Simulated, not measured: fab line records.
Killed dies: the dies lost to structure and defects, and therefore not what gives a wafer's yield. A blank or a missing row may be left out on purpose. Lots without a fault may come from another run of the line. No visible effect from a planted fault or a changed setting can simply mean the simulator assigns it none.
A lot that was struck, set against a sound lot :: flow nand harc :: 43 steps out of a route of 1302
Sound: the wafers L922.2, L922.3, L922.5. Wafers struck: L921.1, L921.5, L921.6. The cause comes at the end.
Each step with rows lists, per side, the tool, then ch with its chambers, then its first start. Under that, the readings that differ: sound wafers :: struck wafers :: difference of the means :: sigmas: that difference in standard deviations of wafers without a fault.
alike: a reading whose means differ by less than 2 such deviations, as well as words and numbers matching on both sides. not compared: withheld readings; readings where some wafer has no value; bounds like >300 that might hide an equal value; numbers whose values overlap and for which the record gives no deviation.
The two part at a step that has a row with sigmas, a row that says differs or no value, or rows on one side only. Numbers that have no deviation but don't overlap get no sigmas and don't part them. A reading that every wafer of one side lacks parts them only if that side has two wafers or more.

first, 4 steps without rows for these wafers: NHARC_A_CONTACT_EBR_65; NHARC_A_CONTACT_EXPOSE_66 (exposes mask A CC 2); NHARC_A_CONTACT_PEB_67 (peb time 65 s); NHARC_A_CONTACT_DEVELOP_68 (develop time 35 s).
NHARC_A_CONTACT_CD_MEAS_69 targets a cd of 300 nm.
  sound on cd sem-03 ch 0, day 26 16:16; struck on cd sem-01 ch 0, day 26 23:32
  alike: cd nm
NHARC_A_CONTACT_OVL_MEAS_70:
  sound on overlay-02 at day 26 16:22; struck on overlay-02 at day 26 23:37
  alike: overlay x nm, overlay y nm
NHARC_A_CONTACT_INSPECT_71:
  sound on defect inspect-02 at day 26 16:23; struck on defect inspect-02 at day 26 23:40
  alike: raw defect count
then, 1 step without rows for these wafers: NHARC_A_CONTACT_DESCUM_74 (chemistry O2, time 3 s).
NHARC_A_CONTACT_ETCH_75: etches the open film in CF4, target depth 39 nm, time 65 s.
  sound on rie diel-01 ch 0,2, day 26 16:32; struck on rie diel-01 ch 1,2, day 26 23:49
  alike: chamber pressure mTorr, drypump motor current A, oes product au, rf vpp V, showerhead plenum p Torr, throttle valve pct
  not compared: rf hours counter h
then, 1 step without rows for these wafers: NHARC_A_CONTACT_ETCH_76 (etches the open film in N2/H2, target depth 260 nm, time 475.3 s).
NHARC_A_CONTACT_ETCH_77: etches the open film in CF4/CHF3, target depth 108.9 nm, time 54.5 s.
  sound: rie diel-01 ch 0,1,3; struck: rie diel-01 ch 0,1,2
  alike: chamber pressure mTorr, drypump motor current A, oes product au, rf vpp V, showerhead plenum p Torr, throttle valve pct
  not compared: rf hours counter h
then, 1 step without rows for these wafers: NHARC_A_CONTACT_ETCH_78 (etches the open film in O2/COS, target depth 5300 nm, time 1378 s).
NHARC_A_CONTACT_ETCH_124: etches the open film in C4F8/O2/Ar, time 140 s, target depth 700 nm.
  sound on har cap etch-03 ch 0,1, day 26 18:03; struck on har cap etch-02 ch 0,1, day 27 01:16
  alike: chamber pressure mTorr
  not compared: rf hours counter h
then, 4 steps without rows for these wafers: NHARC_A_CONTACT_ETCH_125 (etches the open film in C4F8/O2/Ar, time 197 s, target depth 1918 nm); NHARC_A_CONTACT_ETCH_126 (etches the open film in C4F8/O2/Ar, time 197 s, target depth 1918 nm); NHARC_A_CONTACT_ETCH_127 (etches the open film in C4F8/O2/Ar, time 197 s, target depth 1918 nm); NHARC_A_CONTACT_ETCH_128 (etches the open film in C4F8/O2/Ar, time 197 s, target depth 1918 nm).
NHARC_A_CONTACT_ETCH_129: etches the open film in C4F8/O2/Ar, time 197 s, target depth 1918 nm.
  sound on har cap etch-03 ch 0,1, day 26 18:58; struck on har cap etch-02 ch 0,1, day 27 02:11
  alike: chamber pressure mTorr
  not compared: rf hours counter h
then, 3 steps without rows for these wafers: NHARC_A_CONTACT_ETCH_130 (etches the open film in C4F8/O2/Ar, time 197 s, target depth 1918 nm); NHARC_A_CONTACT_ETCH_131 (etches the open film in C4F8/O2/Ar, time 197 s, target depth 1918 nm); NHARC_A_CONTACT_ETCH_132 (etches the open film in C4F8/O2/Ar, time 197 s, target depth 1924 nm).
NHARC_A_CONTACT_ETCH_133: etches the open film in C4F8/O2/Ar, time 374 s, target depth 1610 nm.
  sound on har cap etch-03 ch 0,1, day 26 19:40; struck on har cap etch-02 ch 0,1, day 27 02:53
  alike: chamber pressure mTorr
  not compared: rf hours counter h
then, 2 steps without rows for these wafers: NHARC_A_CONTACT_ETCH_91 (etches the open film in CH3F/O2, target depth 40 nm, time 85.7 s); NHARC_A_CONTACT_ETCH_97 (etches the open film in C4F6/O2, target depth 20 nm, time 10 s).
NHARC_A_CONTACT_CD_MEAS_80:
  sound on cd sem-02 at day 26 20:42; struck on cd sem-01 at day 27 03:54
  alike: cd nm
then, 7 steps without rows for these wafers: NHARC_A_CONTACT_STRIP_103 (strips in N2/H2); NHARC_A_CONTACT_STRIP_104 (strips in CF4/CHF3); NHARC_A_CONTACT_STRIP_105 (strips in O2/COS); NHARC_A_CONTACT_ETCH_106 (etches the open film in CF4/O2, target depth 90 nm, overetch 9 nm, time 49.5 s); NHARC_A_CONTACT_STRIP_82 (strips in O2); NHARC_A_CONTACT_STRIP_83 (strips in post etch residue remover, time 600 s); NHARC_A_CONTACT_DEP_84 (deposits aC, target thk 2800 nm).
NHARC_A_CONTACT_DEP_85: deposits SiON, target thk 60 nm.
  sound on pecvd-03 ch 0,1, day 27 00:30; struck on pecvd-04 ch 0,1,2, day 27 06:37
  alike: heater power w
then, 9 steps without rows for these wafers: NHARC_A_CONTACT_DEHYDRATE_00 (time 120 s); NHARC_A_CONTACT_HMDS_01 (time 30 s); NHARC_A_CONTACT_COAT_86 (time 75 s); NHARC_A_CONTACT_COAT_87 (time 65 s); NHARC_A_CONTACT_COAT_02 (resist thk 90 nm); NHARC_A_CONTACT_SOFTBAKE_03 (time 55 s); NHARC_A_CONTACT_EBR_04; NHARC_A_CONTACT_EXPOSE_05 (exposes mask A CC); NHARC_A_CONTACT_PEB_06 (peb time 65 s).
-- record jumps: 2 days between struck wafers' starts before vs after; left off in module A_CONTACT, resumes in module END, first step shown is number 1302 of the route --
NHARC_END_SORT_01:
  at this point the record logs the struck wafers (prober-01 ch 0, day 29 10:19) and has no rows for the sound ones

WHERE THEY PART
NHARC_END_SORT_01 only, going by this record.

WHY: whatever the simulator had introduced
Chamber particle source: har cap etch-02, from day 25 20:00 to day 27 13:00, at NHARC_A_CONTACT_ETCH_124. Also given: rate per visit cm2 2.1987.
